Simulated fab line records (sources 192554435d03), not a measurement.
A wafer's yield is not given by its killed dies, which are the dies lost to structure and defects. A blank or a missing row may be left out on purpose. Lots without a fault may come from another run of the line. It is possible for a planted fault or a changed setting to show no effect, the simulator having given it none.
Chamber matching :: flow n5_finfet :: 4 sister chambers for N5_BEOL_M4_ETCH_63 on rie_diel-05
The step etches SiARC in CF4, target depth 15.6 nm, time 26 s. 4 wafers are shown with their chamber, then 9 later ones without.

== WAFERS PAIRED WITH THEIR CHAMBERS ==
wafer: L088.4
chamber: 0
drypump_motor_current_A (A): 5.4

wafer: L091.2
chamber: 1
drypump_motor_current_A (A): 5.4

wafer: L091.4
chamber: 2
drypump_motor_current_A (A): 6.5

wafer: L091.5
chamber: 3
drypump_motor_current_A (A): 5.7

== WAFERS MISSING THEIR CHAMBER ==
wafer: L094.2
drypump_motor_current_A (A): 5.8

wafer: L094.3
drypump_motor_current_A (A): 6.4

wafer: L094.6
drypump_motor_current_A (A): 5.7

wafer: L095.1
drypump_motor_current_A (A): 5.4

wafer: L095.3
drypump_motor_current_A (A): 5.7

wafer: L095.5
drypump_motor_current_A (A): 5.4

wafer: L096.1
drypump_motor_current_A (A): 5.4

wafer: L096.2
drypump_motor_current_A (A): 6.5

wafer: L096.5
drypump_motor_current_A (A): 5.7

== WHICH CHAMBER EACH WENT THROUGH ==
wafer: L094.2
from the rows above: 3
in truth: 3

wafer: L094.3
from the rows above: 2
in truth: 2

wafer: L094.6
from the rows above: 3
in truth: 3

wafer: L095.1
from the rows above: can't be placed: 0 or 1
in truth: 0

wafer: L095.3
from the rows above: 3
in truth: 3

wafer: L095.5
from the rows above: can't be placed: 0 or 1
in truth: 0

wafer: L096.1
from the rows above: can't be placed: 0 or 1
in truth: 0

wafer: L096.2
from the rows above: 2
in truth: 2

wafer: L096.5
from the rows above: 3
in truth: 3
6 of 9 placed correctly. These rows do not allow placing 3 (true chamber among the candidates in 3). 0 placed wrongly.
How it was worked out, from the rows above alone: a wafer's distance from a chamber is the root of the sum, over the readings, of the square of ((its reading less the chamber's mean) divided by the reading's scatter). If the next closest chamber is less than 2 further off than the closest, the wafer can't be placed; otherwise it belongs to the closest. Each chamber's mean is taken over the wafers shown for it. The scatter (one wafer shown for each chamber): square how far every hidden wafer sits from the nearest shown wafer, average those squares and take the square root.
